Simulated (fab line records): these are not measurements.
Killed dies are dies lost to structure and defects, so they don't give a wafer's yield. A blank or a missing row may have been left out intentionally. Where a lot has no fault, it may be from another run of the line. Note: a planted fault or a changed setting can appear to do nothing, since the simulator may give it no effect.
fab line records + flow nand_harc
record:
- lots: 12
- wafers: 36
- last_day: 24
route steps=1159 shown A_SLIT@793 A_WL_FILL@814 END@1159
lots that met no fault: taken from a fault-free run of the same line
start_h: start of the lot's first displayed wafer, in hours after the record's first day + wait_h: hours elapsed since this lot's preceding step + " unchanged from the row above + L1.1+2: a single row standing in for several wafers + - value missing, or start not given + * or withheld: withheld + < > ~ a bound
route shown NAME@n: NAME is a module with steps in the file, n the number in the route of the first one + usual: mean/standard deviation taken from wafers without a fault + same: alike in all rows + chamber/n: place in a boat + sites: the reading at each site + _std_site: standard deviation of those values + _edge_site: inner sites' mean taken away from outer sites' mean + radius_mm: how far each site lies from the wafer's centre + mask NAME#n: copy n + behind: tool/chamber where the wafer was last shaped + hold: why the lot went on hold/how many hours it stayed there/how the hold came to an end + device: whichever transistor did not switch (one of n, p or np) + end of line: the route-end tests of the same wafers + a step without rows: its recipe alone + killed: count of dies lost to structure and defects at first sort (not the wafer's yield) + map: per-die view of a wafer (x killed, . not killed, _ where there is no die)
set.NAME: setting as actually run; set.NAME@STEP: the setting as run at that earlier step + model.NAME: the simulator's own value behind a step, which no gauge read
one table for each step of the route and one row for each wafer, over a sample of lots
services: the hour from which a tool's chamber was out of use, counted from the record's first day as start_h (under 0 if before that day), plus the number of hours and why
== steps ==
step: NHARC_A_SLIT_DESCUM_14
recipe:
- time_s: 3
- o2_flow_sccm: 200
- ar_flow_sccm: 0
- bias_power_w: 0
- chemistry: O2
usual:
- drypump_motor_current_A: 5.8/0.56
- oes_product_au: 1.000/0.0074
- rf_vpp_V: 57.6/0.95
- showerhead_plenum_p_Torr: 1.87/0.083
- throttle_valve_pct: 11.312/0.0087
same:
- bias_power_w: 0
| lot.wafer | tool        | chamber | start_h | wait_h | drypump_motor_current_A | oes_product_au | rf_hours_counter_h | rf_vpp_V | showerhead_plenum_p_Torr | throttle_valve_pct |
|-----------|-------------|---------|---------|--------|-------------------------|----------------|--------------------|----------|--------------------------|--------------------|
| L882.1    | rie_diel-03 | 3       | 318.99  | 0.1    | 5.9                     | 1.014          | 8                  | 58.7     | 1.87                     | 11.316             |
| L882.6    | "           | 3       | "       | "      | 5.9                     | 1.014          | -                  | 57.5     | 1.87                     | 11.313             |
| L882.4    | "           | 0       | "       | "      | 5.8                     | 1.008          | -                  | 57.2     | 1.84                     | 11.321             |
| L883.4    | rie_diel-05 | 0       | 337.56  | 0.1    | 4.9                     | 0.986          | 11                 | 57.3     | 1.82                     | 11.311             |
| L883.5    | "           | 1       | "       | "      | 5.1                     | 0.983          | -                  | 57.2     | 1.80                     | 11.308             |
| L883.6    | "           | 2       | "       | "      | 6.6                     | 0.992          | -                  | 57.7     | 2.00                     | 11.304             |
| L887.2    | rie_diel-01 | 1       | 341.69  | 0.1    | 5.5                     | 0.998          | 1                  | 58.0     | 1.89                     | 11.325             |
| L887.4    | "           | 0       | "       | "      | 6.3                     | 1.000          | 2                  | 59.9     | 1.98                     | 11.306             |
| L887.6    | "           | 1       | "       | "      | 5.5                     | 0.996          | -                  | 57.1     | 1.89                     | 11.312             |
| L886.2    | rie_diel-03 | 1       | 348.41  | 0.1    | 5.3                     | 0.996          | 9                  | 56.0     | 1.80                     | 11.321             |
| L886.4    | "           | 3       | "       | "      | 5.9                     | 1.009          | -                  | 58.1     | 1.87                     | 11.329             |
| L886.6    | "           | 0       | "       | "      | 5.7                     | 1.006          | -                  | 57.8     | 1.84                     | 11.307             |
| L891.4    | rie_diel-05 | 2       | 369.51  | 0.1    | 6.6                     | 0.997          | 1                  | 58.4     | 2.00                     | 11.305             |
| L891.3    | "           | 1       | "       | "      | 5.1                     | 0.992          | 1                  | 58.2     | 1.80                     | 11.308             |
| L891.5    | "           | 3       | "       | "      | 6.1                     | 0.992          | -                  | 56.1     | 1.92                     | 11.322             |
| L894.1    | rie_diel-05 | 3       | 395.68  | 0.1    | 6.1                     | 0.991          | 2                  | 57.8     | 1.92                     | 11.316             |
| L894.2    | "           | 0       | "       | "      | 4.9                     | 0.980          | 1                  | 58.1     | 1.82                     | 11.310             |
| L894.4    | "           | 3       | "       | "      | 6.1                     | 0.990          | -                  | 57.6     | 1.92                     | 11.296             |
| L895.2    | rie_diel-05 | 0       | 396.37  | 0.3    | 4.9                     | 1.002          | 2                  | 57.1     | 1.82                     | 11.299             |
| L895.3    | "           | 1       | "       | "      | 5.1                     | 0.997          | 2                  | 58.4     | 1.80                     | 11.301             |
| L895.6    | "           | 3       | "       | "      | 6.1                     | 0.996          | -                  | 57.9     | 1.92                     | 11.316             |
| L900.4    | rie_diel-05 | 2       | 421.89  | 0.1    | 6.6                     | 0.991          | 3                  | 60.3     | 2.00                     | 11.307             |
| L900.1    | "           | 3       | "       | "      | 6.1                     | 0.991          | 5                  | 58.0     | 1.92                     | 11.310             |
| L900.6    | "           | 1       | "       | "      | 5.1                     | 0.999          | -                  | 58.3     | 1.80                     | 11.306             |
| L901.2    | rie_diel-05 | 1       | 423.89  | 0.1    | 5.1                     | 0.998          | 5                  | 56.9     | 1.80                     | 11.299             |
| L901.3    | "           | 3       | "       | "      | 6.1                     | 1.007          | 5                  | 57.5     | 1.92                     | 11.317             |
| L901.6    | "           | 2       | "       | "      | 6.6                     | 0.989          | -                  | 57.9     | 2.00                     | 11.297             |
| L905.1    | rie_diel-05 | 1       | 440.77  | 0.1    | 5.1                     | 1.009          | 6                  | 58.2     | 1.80                     | 11.304             |
| L905.4    | "           | 3       | "       | "      | 6.1                     | 1.010          | 7                  | 57.6     | 1.92                     | 11.322             |
| L905.6    | "           | 1       | "       | "      | 5.1                     | 1.004          | -                  | 56.9     | 1.80                     | 11.299             |
| L903.3    | rie_diel-01 | 2       | 442.70  | 0.1    | 5.3                     | 1.001          | 9                  | 58.3     | 2.03                     | 11.309             |
| L903.2    | "           | 3       | "       | "      | 6.7                     | 0.993          | 11                 | 58.1     | 1.78                     | 11.323             |
| L903.5    | "           | 2       | "       | "      | 5.3                     | 1.000          | -                  | 59.8     | 2.03                     | 11.305             |
| L904.2    | rie_diel-03 | 2       | 455.56  | 0.1    | 6.1                     | 0.998          | 2                  | 57.9     | 1.77                     | 11.316             |
| L904.1    | "           | 0       | "       | "      | 5.8                     | 1.009          | 2                  | 56.8     | 1.84                     | 11.321             |
| L904.4    | "           | 1       | "       | "      | 5.3                     | 1.003          | 2                  | 57.3     | 1.80                     | 11.316             |
step: NHARC_A_WL_FILL_ETCHBACK_04
recipe:
- target_depth_a: 600
- time_s: 120
- chemistry: NF3
usual:
- drypump_motor_current_A: 6.1/0.32
- he_backside_leak_sccm: 3.4/0.31
- oes_product_au: 0.998/0.0079
- run_length_s: 141.7/0.42
| lot.wafer | tool         | chamber | start_h | wait_h | drypump_motor_current_A | he_backside_leak_sccm | oes_product_au | rf_hours_counter_h | run_length_s |
|-----------|--------------|---------|---------|--------|-------------------------|-----------------------|----------------|--------------------|--------------|
| L882.1    | rie_metal-03 | 0       | 334.64  | 2.4    | 6.0                     | 3.5                   | 0.997          | 1.2                | 141.4        |
| L882.4    | "            | 1       | "       | "      | 6.1                     | 3.4                   | 0.990          | -                  | 142.3        |
| L882.6    | "            | 1       | "       | "      | 6.1                     | 3.3                   | 0.981          | -                  | 141.7        |
| L883.4    | rie_metal-03 | 1       | 356.11  | 1.5    | 6.1                     | 3.5                   | 0.984          | -                  | 142.2        |
| L883.6    | "            | 1       | "       | "      | 6.1                     | 3.6                   | 0.994          | -                  | 141.9        |
| L883.5    | "            | 0       | "       | "      | 6.0                     | 3.4                   | 1.006          | -                  | 141.4        |
| L887.2    | rie_metal-02 | 1       | 368.68  | 2.4    | 6.5                     | 3.5                   | 0.993          | 3.8                | 141.0        |
| L887.4    | "            | 1       | "       | "      | 6.4                     | 3.3                   | 1.007          | -                  | 141.2        |
| L887.6    | "            | 0       | "       | "      | 6.8                     | 3.2                   | 1.016          | -                  | 141.7        |
| L886.2    | rie_metal-01 | 0       | 371.43  | 2.8    | 5.7                     | 3.6                   | 1.003          | 0.9                | 141.9        |
| L886.4    | "            | 0       | "       | "      | 5.7                     | 3.3                   | 0.999          | -                  | 141.3        |
| L886.6    | "            | 1       | "       | "      | 6.0                     | 3.2                   | 0.996          | -                  | 142.0        |
| L891.3    | rie_metal-03 | 0       | 385.51  | 2.0    | 6.0                     | 3.4                   | 0.994          | -                  | 141.5        |
| L891.4    | "            | 1       | "       | "      | 6.1                     | 3.5                   | 0.999          | -                  | 142.0        |
| L891.5    | "            | 0       | "       | "      | 6.0                     | 3.6                   | 0.998          | -                  | 142.0        |
| L894.2    | rie_metal-03 | 0       | 414.62  | 2.4    | 5.9                     | 3.5                   | 0.996          | 3.3                | 142.1        |
| L894.1    | "            | 1       | "       | "      | 6.1                     | 6.4                   | 0.984          | 3.7                | 142.0        |
| L894.4    | "            | 0       | "       | "      | 6.0                     | 3.5                   | 0.998          | -                  | 141.9        |
| L895.2    | rie_metal-02 | 0       | 421.20  | 2.9    | 6.7                     | 3.1                   | 1.006          | 0.7                | 141.6        |
| L895.3    | "            | 0       | "       | "      | 6.7                     | 3.2                   | 1.005          | -                  | 142.0        |
| L895.6    | "            | 1       | "       | "      | 6.5                     | 3.3                   | 0.989          | -                  | 140.8        |
| L901.2    | rie_metal-02 | 0       | 440.38  | 2.9    | 6.7                     | 3.1                   | 1.011          | 1.4                | 141.7        |
| L901.3    | "            | 1       | "       | "      | 6.4                     | 3.4                   | 0.993          | -                  | 141.0        |
| L901.6    | "            | 1       | "       | "      | 6.4                     | 3.4                   | 1.001          | -                  | 140.9        |
| L900.1    | rie_metal-01 | 0       | 443.23  | 2.4    | 5.7                     | 3.3                   | 1.006          | 2.6                | 141.4        |
| L900.4    | "            | 1       | "       | "      | 6.0                     | 3.5                   | 0.991          | -                  | 141.9        |
| L900.6    | "            | 1       | "       | "      | 6.0                     | 3.4                   | 1.009          | -                  | 142.0        |
| L905.1    | rie_metal-01 | 0       | 459.42  | 2.9    | 5.7                     | 3.4                   | 0.998          | 2.9                | 141.1        |
| L905.4    | "            | 0       | "       | "      | 5.7                     | 3.2                   | 0.992          | -                  | 141.1        |
| L905.6    | "            | 0       | "       | "      | 5.7                     | 3.4                   | 0.992          | -                  | 141.4        |
| L903.2    | rie_metal-03 | 0       | 467.55  | 2.8    | 6.0                     | 3.4                   | 1.004          | 0.2                | 141.8        |
| L903.3    | "            | 0       | "       | "      | 6.0                     | 3.4                   | 0.993          | -                  | 141.5        |
| L903.5    | "            | 0       | "       | "      | 6.0                     | 3.4                   | 1.000          | -                  | 142.1        |
| L904.1    | rie_metal-02 | 0       | 473.91  | 5.2    | 6.7                     | 3.1                   | 1.011          | 2.6                | 142.0        |
| L904.2    | "            | 1       | "       | "      | 6.4                     | 3.5                   | 1.004          | 2.6                | 141.5        |
| L904.4    | "            | 1       | "       | "      | 6.5                     | 3.5                   | 0.992          | -                  | 141.4        |
step: NHARC_A_WL_FILL_ETCHBACK_17
recipe:
- target_depth_a: 40
- time_s: 26.7
- chemistry: Cl2/BCl3
usual:
- drypump_motor_current_A: 6.1/0.3
- he_backside_leak_sccm: 3.5/0.39
- oes_product_au: 0.998/0.0073
- run_length_s: 48.4/0.39
| lot.wafer | tool         | chamber | start_h | wait_h | drypump_motor_current_A | he_backside_leak_sccm | oes_product_au | rf_hours_counter_h | run_length_s |
|-----------|--------------|---------|---------|--------|-------------------------|-----------------------|----------------|--------------------|--------------|
| L882.1    | rie_metal-03 | 1       | 345.12  | -      | 6.1                     | 3.5                   | 0.995          | 1.5                | 48.6         |
| L882.4    | "            | 1       | "       | "      | 6.1                     | 3.5                   | 0.986          | -                  | 48.9         |
| L882.6    | "            | 0       | "       | "      | 6.0                     | 3.5                   | 1.002          | -                  | 48.1         |
| L883.4    | rie_metal-02 | 1       | 366.68  | -      | 6.4                     | 3.4                   | 1.004          | -                  | 48.2         |
| L883.6    | "            | 0       | "       | "      | 6.7                     | 3.1                   | 1.009          | -                  | 49.0         |
| L883.5    | "            | 1       | "       | "      | 6.4                     | 3.3                   | 0.996          | -                  | 48.2         |
| L886.2    | rie_metal-02 | 1       | 379.68  | -      | 6.4                     | 3.4                   | 0.997          | 4.2                | 47.7         |
| L886.4    | "            | 0       | "       | "      | 6.7                     | 3.0                   | 1.001          | -                  | 48.4         |
| L886.6    | "            | 1       | "       | "      | 6.4                     | 3.5                   | 1.000          | -                  | 47.9         |
| L887.2    | rie_metal-01 | 1       | 379.75  | -      | 6.0                     | 3.7                   | 1.004          | 1.3                | 48.8         |
| L887.4    | "            | 0       | "       | "      | 5.7                     | 3.4                   | 1.003          | -                  | 47.8         |
| L887.6    | "            | 1       | "       | "      | 6.0                     | 6.5                   | 0.992          | -                  | 48.4         |
| L891.3    | rie_metal-03 | 0       | 396.26  | -      | 6.0                     | 3.5                   | 0.995          | -                  | 48.4         |
| L891.4    | "            | 1       | "       | "      | 6.1                     | 3.6                   | 0.982          | -                  | 48.8         |
| L891.5    | "            | 1       | "       | "      | 6.1                     | 3.6                   | 0.989          | -                  | 48.5         |
| L894.1    | rie_metal-03 | 0       | 426.65  | -      | 6.0                     | 3.6                   | 1.004          | 3.8                | 48.2         |
| L894.2    | "            | 1       | "       | "      | 6.1                     | 3.6                   | 0.999          | 4.2                | 48.7         |
| L894.4    | "            | 0       | "       | "      | 6.0                     | 3.5                   | 1.012          | -                  | 48.0         |
| L895.2    | rie_metal-03 | 0       | 431.67  | -      | 6.0                     | 3.6                   | 0.994          | 3.8                | 48.1         |
| L895.3    | "            | 1       | "       | "      | 6.1                     | 3.3                   | 0.991          | -                  | 41.3         |
| L895.6    | "            | 0       | "       | "      | 6.0                     | 3.5                   | 0.993          | -                  | 48.4         |
| L900.1    | rie_metal-03 | 1       | 451.83  | -      | 6.1                     | 3.5                   | 0.985          | 5.0                | 41.3         |
| L900.4    | "            | 0       | "       | "      | 6.0                     | 3.4                   | 0.991          | -                  | 40.5         |
| L900.6    | "            | 1       | "       | "      | 6.1                     | 3.5                   | 0.992          | -                  | 48.7         |
| L901.2    | rie_metal-02 | 1       | 457.42  | -      | 6.5                     | 3.2                   | 1.001          | 2.1                | 47.8         |
| L901.3    | "            | 1       | "       | "      | 6.5                     | 3.5                   | 0.990          | -                  | 48.1         |
| L901.6    | "            | 1       | "       | "      | 6.5                     | 3.0                   | 0.992          | -                  | 47.6         |
| L905.1    | rie_metal-01 | 1       | 473.60  | -      | 6.0                     | 3.6                   | 1.006          | 3.9                | 48.6         |
| L905.4    | "            | 1       | "       | "      | 6.0                     | 3.7                   | 1.003          | -                  | 48.6         |
| L905.6    | "            | 0       | "       | "      | 5.7                     | 3.7                   | 0.999          | -                  | 48.0         |
| L903.2    | rie_metal-01 | 1       | 477.03  | -      | 6.0                     | 3.7                   | 1.001          | 4.0                | 49.0         |
| L903.3    | "            | 0       | "       | "      | 5.7                     | 3.5                   | 0.990          | -                  | 48.2         |
| L903.5    | "            | 1       | "       | "      | 6.0                     | 3.5                   | 1.005          | -                  | 48.9         |
| L904.2    | rie_metal-01 | 0       | 484.58  | -      | 5.7                     | 3.4                   | 0.995          | 3.9                | 47.9         |
| L904.1    | "            | 1       | "       | "      | 6.0                     | 3.4                   | 0.996          | 4.3                | 48.6         |
| L904.4    | "            | 0       | "       | "      | 5.7                     | 3.3                   | 1.000          | -                  | 48.2         |
step: NHARC_A_WL_FILL_ALD_19
recipe:
- target_thk_a: 20
- pulse_time_s: 3
- ald_cycles: 100
- temp_c: 450
- material: TiN
usual:
- heater_power_w: 1087/81
- precursor_pulse_height_rel: 0.997/0.018
| lot.wafer | tool         | chamber | start_h | wait_h | heater_power_w | precursor_pulse_height_rel |
|-----------|--------------|---------|---------|--------|----------------|----------------------------|
| L882.4    | ald_metal-03 | 2       | 350.02  | 0.1    | 967            | 1.000                      |
| L882.1    | "            | 3       | "       | "      | 1135           | 0.985                      |
| L882.6    | "            | 3       | "       | "      | 1099           | 0.986                      |
| L883.4    | ald_metal-01 | 1       | 372.26  | 0.2    | 1129           | 0.997                      |
| L883.6    | "            | 2       | "       | "      | 938            | 1.003                      |
| L883.5    | "            | 3       | "       | "      | 1076           | 1.035                      |
| L886.4    | ald_metal-02 | 0       | 385.19  | 0.1    | 1196           | 0.991                      |
| L886.2    | "            | 1       | "       | "      | 1144           | 1.015                      |
| L886.6    | "            | 2       | "       | "      | 1115           | 0.963                      |
| L887.2    | ald_metal-01 | 3       | 385.21  | 0.2    | 1077           | 1.003                      |
| L887.4    | "            | 1       | "       | "      | 1147           | 1.000                      |
| L887.6    | "            | 3       | "       | "      | 1091           | 0.964                      |
| L891.3    | ald_metal-03 | 3       | 401.51  | 0.1    | 1097           | 1.027                      |
| L891.4    | "            | 2       | "       | "      | 967            | 0.993                      |
| L891.5    | "            | 3       | "       | "      | 1126           | 1.030                      |
| L894.2    | ald_metal-02 | 2       | 432.18  | 0.1    | 1125           | 0.998                      |
| L894.1    | "            | 3       | "       | "      | 1032           | 1.007                      |
| L894.4    | "            | 0       | "       | "      | 1222           | 1.005                      |
| L895.2    | ald_metal-02 | 3       | 437.31  | 0.1    | 1015           | 0.993                      |
| L895.3    | "            | 0       | "       | "      | 1205           | 0.985                      |
| L895.6    | "            | 0       | "       | "      | 1213           | 0.991                      |
| L900.1    | ald_metal-03 | 0       | 457.27  | 0.1    | 1027           | 0.956                      |
| L900.4    | "            | 0       | "       | "      | 1023           | 1.013                      |
| L900.6    | "            | 2       | "       | "      | 989            | 0.983                      |
| L901.3    | ald_metal-03 | 3       | 463.10  | 0.1    | 1135           | 0.999                      |
| L901.2    | "            | 2       | "       | "      | 1002           | 0.979                      |
| L901.6    | "            | 3       | "       | "      | 1133           | 1.000                      |
| L905.1    | ald_metal-02 | 0       | 479.26  | 0.1    | 1193           | 0.979                      |
| L905.4    | "            | 3       | "       | "      | 1061           | 0.997                      |
| L905.6    | "            | 0       | "       | "      | 1202           | 1.012                      |
| L903.2    | ald_metal-01 | 3       | 482.30  | 0.1    | 1195           | 0.976                      |
| L903.3    | "            | 1       | "       | "      | 1131           | 1.035                      |
| L903.5    | "            | 1       | "       | "      | 1121           | 0.992                      |
| L904.2    | ald_metal-01 | 3       | 490.06  | 0.1    | 1191           | 1.002                      |
| L904.1    | "            | 1       | "       | "      | 1148           | 1.026                      |
| L904.4    | "            | 3       | "       | "      | 1173           | 1.000                      |
step: NHARC_END_SORT_01
recipe:
- temp_c: 25
usual:
- killed_at_array: 26/9.9
- killed_at_other: 0.8/1
- killed_at_periphery: 2.8/2.2
- killed_dies: 29/9.9
- killed_open: 3.2/1.8
- killed_short: 2.1/1.4
same:
- gross_dies: 677
| lot.wafer | tool      | chamber | start_h | wait_h | killed_at_array | killed_at_other | killed_at_periphery | killed_dies | killed_open | killed_short |
|-----------|-----------|---------|---------|--------|-----------------|-----------------|---------------------|-------------|-------------|--------------|
| L891.3    | prober-02 | 0       | 498.12  | 3.1    | 24              | 0               | 1                   | 25          | 4           | 3            |
| L891.4    | prober-02 | 0       | 498.94  | 3.4    | 16              | 1               | 1                   | 18          | 2           | 3            |
| L891.5    | prober-02 | 0       | 499.75  | 3.7    | 17              | 2               | 0                   | 19          | 1           | 0            |
killed by level:class
L891.3 A_CONTACT:chamber_film_flake=8 A_CONTACT:geometric_particle:open=3 A_CHANNEL_FILL_D1:chamber_film_flake=3 A_STAIRCASE:chamber_film_flake=3 A_SGD_CUT:geometric_particle:short=2 A_CHANNEL_HOLE_D1:chamber_film_flake=2 A_CHANNEL_FILL_D1:geometric_particle:short=1 A_WL_FILL:geometric_particle:open=1
L891.4 A_STAIRCASE:chamber_film_flake=4 A_CONTACT:chamber_film_flake=4 A_CHANNEL_FILL_D1:geometric_particle:short=2 A_CHANNEL_FILL_D1:geometric_particle:open=1 A_SGD_CUT:geometric_particle:short=1 A_CONTACT:geometric_particle:open=1 P_GATE:chamber_film_flake=1 A_ZERO_WELL:chamber_film_flake=1
L891.5 A_CONTACT:chamber_film_flake=7 A_STAIRCASE:chamber_film_flake=5 A_CHANNEL_HOLE_D1:chamber_film_flake=3 HYBRID_BOND:chamber_film_flake=2 A_BLC:geometric_particle:open=1 A_WL_FILL:chamber_film_flake=1
== services ==
| tool         | chamber | start_h | hours | kind   |
|--------------|---------|---------|-------|--------|
| ald_metal-01 | 0       | 299.57  | 3.6   | repair |
| ald_metal-01 | -       | 303.47  | 0.6   | repair |
| rie_diel-05  | 3       | 308.78  | 5.7   | repair |
| ald_metal-03 | -       | 322.14  | 10.0  | pm     |
| rie_metal-01 | -       | 332.00  | 9.0   | pm     |
| rie_diel-05  | -       | 340.66  | 9.0   | pm     |
| ald_metal-02 | 2       | 343.40  | 5.4   | repair |
| rie_diel-05  | 0       | 349.77  | 8.0   | repair |
| ald_metal-01 | 0       | 362.90  | 31.0  | repair |
| ald_metal-02 | -       | 364.00  | 10.0  | pm     |
| rie_metal-03 | -       | 373.55  | 0.2   | repair |
| rie_diel-05  | 2       | 382.90  | 21.9  | repair |
| ald_metal-01 | 2       | 385.67  | 3.6   | repair |
| rie_metal-02 | -       | 388.00  | 9.0   | pm     |
| rie_metal-03 | 0       | 399.59  | 6.9   | repair |
| rie_metal-01 | 1       | 419.95  | 2.3   | repair |
| rie_metal-01 | 0       | 423.28  | 13.1  | repair |
| ald_metal-03 | 3       | 428.68  | 31.6  | repair |
| rie_metal-03 | -       | 453.00  | 9.0   | pm     |
| rie_diel-05  | 3       | 455.23  | 4.1   | repair |
| rie_metal-02 | 1       | 457.55  | 1.7   | repair |
| ald_metal-01 | -       | 458.00  | 10.0  | pm     |
| rie_metal-02 | 0       | 470.58  | 2.4   | repair |
| rie_metal-02 | -       | 484.73  | 0.3   | repair |
== key ==
first_sign:
- step: NHARC_A_WL_FILL_ETCHBACK_17
- reading: run_length_s
- direction: down
- sigmas: 19
- usual: *
- struck: *
effect none on later readings
met_at NHARC_A_WL_FILL_ETCHBACK_17
struck_lots L895,L900
struck_wafers L895.3,L900.1,L900.4
tester_left_out L895,L900
not_acting_at NHARC_A_SLIT_DESCUM_14,NHARC_A_WL_FILL_ETCHBACK_04,NHARC_A_WL_FILL_ALD_19
onset_between 426.65 431.67
fault:
- kind: process_parameter_drift
- tool: rie_metal-03
- chamber: -
- onset_h: 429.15
- steps: NHARC_A_WL_FILL_ETCHBACK_17
- channel: time_s
- offset: *
- shape: step
- end_h: 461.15
- scope: struck_wafers_only
- acts_in: *
- stated: *
tester_left_out: of these lots the tester's yield and bins aren't shown, on N5 and GAA mostly nor the transistor test; their killed dies are dies lost to structure and defects alone, not to doping, threshold or leakage, so they don't give the yield
